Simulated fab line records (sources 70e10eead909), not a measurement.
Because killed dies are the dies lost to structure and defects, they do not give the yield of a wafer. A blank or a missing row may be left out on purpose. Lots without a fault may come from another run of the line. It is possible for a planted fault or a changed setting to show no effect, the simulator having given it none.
Chamber matching || flow nand-harc || NHARC_A_M1_CMP_23 on cmp-02: 4 sister chambers
The step polishes, t overpolish 20 s, target thk 154.34 nm. 14 wafers are shown with their chamber, then 7 later ones without.

## WAFERS, EACH WITH ITS CHAMBER
{"wafer": "L076.3", "chamber": 1, "motor-current-A (A)": 10.1, "time-to-endpoint-s (s)": 28.6}
{"wafer": "L076.5", "chamber": 1, "motor-current-A (A)": 9.9, "time-to-endpoint-s (s)": 27.2}
{"wafer": "L076.6", "chamber": 0, "motor-current-A (A)": 11.5, "time-to-endpoint-s (s)": 24.2}
{"wafer": "L079.1", "chamber": 2, "motor-current-A (A)": 12.1, "time-to-endpoint-s (s)": 31.0}
{"wafer": "L079.5", "chamber": 2, "motor-current-A (A)": 12.7, "time-to-endpoint-s (s)": 31.8}
{"wafer": "L079.6", "chamber": 3, "motor-current-A (A)": 11.9, "time-to-endpoint-s (s)": 30.2}
{"wafer": "L089.2", "chamber": 1, "motor-current-A (A)": 10.0, "time-to-endpoint-s (s)": 28.9}
{"wafer": "L089.4", "chamber": 2, "motor-current-A (A)": 12.7, "time-to-endpoint-s (s)": 32.1}
{"wafer": "L089.5", "chamber": 1, "motor-current-A (A)": 9.8, "time-to-endpoint-s (s)": 29.3}
{"wafer": "L096.1", "chamber": 3, "motor-current-A (A)": 11.8, "time-to-endpoint-s (s)": 29.9}
{"wafer": "L096.4", "chamber": 0, "motor-current-A (A)": 11.3, "time-to-endpoint-s (s)": 29.8}
{"wafer": "L096.6", "chamber": 0, "motor-current-A (A)": 11.6, "time-to-endpoint-s (s)": 29.6}
{"wafer": "L093.1", "chamber": 1, "motor-current-A (A)": 9.9, "time-to-endpoint-s (s)": 32.5}
{"wafer": "L093.4", "chamber": 3, "motor-current-A (A)": 12.2, "time-to-endpoint-s (s)": 28.5}

SIGNATURES (averages over the wafers above)
{"reading": "motor-current-A", "chamber 0": 11.467, "chamber 1": 9.940, "chamber 2": 12.500, "chamber 3": 11.967, "scatter within a chamber": 0.206}
{"reading": "time-to-endpoint-s", "chamber 0": 27.867, "chamber 1": 29.300, "chamber 2": 31.633, "chamber 3": 29.533, "scatter within a chamber": 1.94}
Rule: a wafer's distance from a chamber is the root of the sum, over the readings, of the square of ((its reading less the chamber's mean) divided by the reading's scatter). If the next closest chamber is less than 2 further off than the closest, the wafer can't be placed; otherwise it belongs to the closest. The scatter: take each reading less its chamber's mean, square it, sum over the shown wafers, divide by the number of wafers less the number of chambers, and take the root.

## WAFERS WITHOUT THEIR CHAMBER
{"wafer": "L093.6", "motor-current-A (A)": 11.4, "time-to-endpoint-s (s)": 30.8}
{"wafer": "L097.1", "motor-current-A (A)": 10.3, "time-to-endpoint-s (s)": 31.3}
{"wafer": "L097.2", "motor-current-A (A)": 11.3, "time-to-endpoint-s (s)": 28.3}
{"wafer": "L097.3", "motor-current-A (A)": 11.9, "time-to-endpoint-s (s)": 30.1}
{"wafer": "L097.4", "motor-current-A (A)": 12.4, "time-to-endpoint-s (s)": 31.2}
{"wafer": "L097.5", "motor-current-A (A)": 12.5, "time-to-endpoint-s (s)": 30.5}
{"wafer": "L097.6", "motor-current-A (A)": 11.8, "time-to-endpoint-s (s)": 29.1}

## WHICH CHAMBER EACH WENT THROUGH
{"wafer": "L093.6", "from the rows above": "can't be placed: 0 or 3", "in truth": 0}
{"wafer": "L097.1", "from the rows above": 1, "in truth": 1}
{"wafer": "L097.2", "from the rows above": 0, "in truth": 0}
{"wafer": "L097.3", "from the rows above": "can't be placed: 3 or 0", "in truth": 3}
{"wafer": "L097.4", "from the rows above": "can't be placed: 2 or 3", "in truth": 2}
{"wafer": "L097.5", "from the rows above": 2, "in truth": 2}
{"wafer": "L097.6", "from the rows above": "can't be placed: 3 or 0", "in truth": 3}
Correct placement for 3 of the 7. These rows do not allow placing 4 (true chamber among the candidates in 4). Number placed wrongly: 0.
